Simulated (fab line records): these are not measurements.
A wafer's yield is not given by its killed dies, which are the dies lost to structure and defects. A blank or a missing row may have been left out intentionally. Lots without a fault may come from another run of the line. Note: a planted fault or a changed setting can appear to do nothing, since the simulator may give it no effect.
Matching of chambers    flow n5Finfet    4 sister chambers for N5_WELL_APT_DESCUM_30 on rieDiel-03
The step chemistry O2, time 7.9 s. 14 wafers are shown with their chamber, then 6 later ones without.

## WAFERS PAIRED WITH THEIR CHAMBERS
wafer   chamber  drypumpMotorCurrentA (A)  showerheadPlenumPTorr (Torr)  throttleValvePct (%)
L074.2  2        6.1                       2.08                          20.17
L074.3  0        5.6                       2.01                          20.27
L074.5  2        6.1                       2.08                          20.17
L077.1  0        5.5                       2.01                          20.27
L077.3  2        6.1                       2.08                          20.17
L079.1  1        5.3                       2.18                          20.35
L079.4  3        5.9                       2.26                          20.39
L079.5  2        6.1                       2.08                          20.17
L085.1  2        6.1                       2.07                          20.18
L085.2  3        5.9                       2.25                          20.38
L085.3  1        5.3                       2.17                          20.37
L087.3  1        5.3                       2.17                          20.37
L087.4  0        5.6                       2.00                          20.31
L087.5  2        6.1                       2.07                          20.19

SIGNATURES, as means of the wafers listed above
reading                chamber 0  chamber 1  chamber 2  chamber 3  scatter within a chamber
drypumpMotorCurrentA   5.567      5.300      6.100      5.900      0.0258
showerheadPlenumPTorr  2.0067     2.1733     2.0767     2.2550     0.00563
throttleValvePct       20.2833    20.3633    20.1750    20.3850    0.0132
Rule: a wafer's distance from a chamber is the root of the sum, over the readings, of the square of ((its reading less the chamber's mean) divided by the reading's scatter). The wafer belongs to the nearest chamber; if the next one is less than 2 further off, it can't be placed. How the scatter is found: for the shown wafers, subtract from each reading the mean of its chamber, square and add these, divide the total by (wafers less chambers), then take the root.

## WAFERS MISSING THEIR CHAMBER
wafer   drypumpMotorCurrentA (A)  showerheadPlenumPTorr (Torr)  throttleValvePct (%)
L089.1  6.1                       2.07                          20.18
L089.2  5.3                       2.17                          20.38
L089.6  5.3                       2.17                          20.38
L092.1  5.9                       2.25                          20.42
L092.2  6.1                       2.07                          20.22
L092.5  5.3                       2.17                          20.39

## EACH ONE'S CHAMBER
wafer   from the rows above  in truth
L089.1  2                    2
L089.2  1                    1
L089.6  1                    1
L092.1  3                    3
L092.2  2                    2
L092.5  1                    1
6 of 6 placed correctly. From these rows, 0 cannot be placed. Placed wrongly: 0.
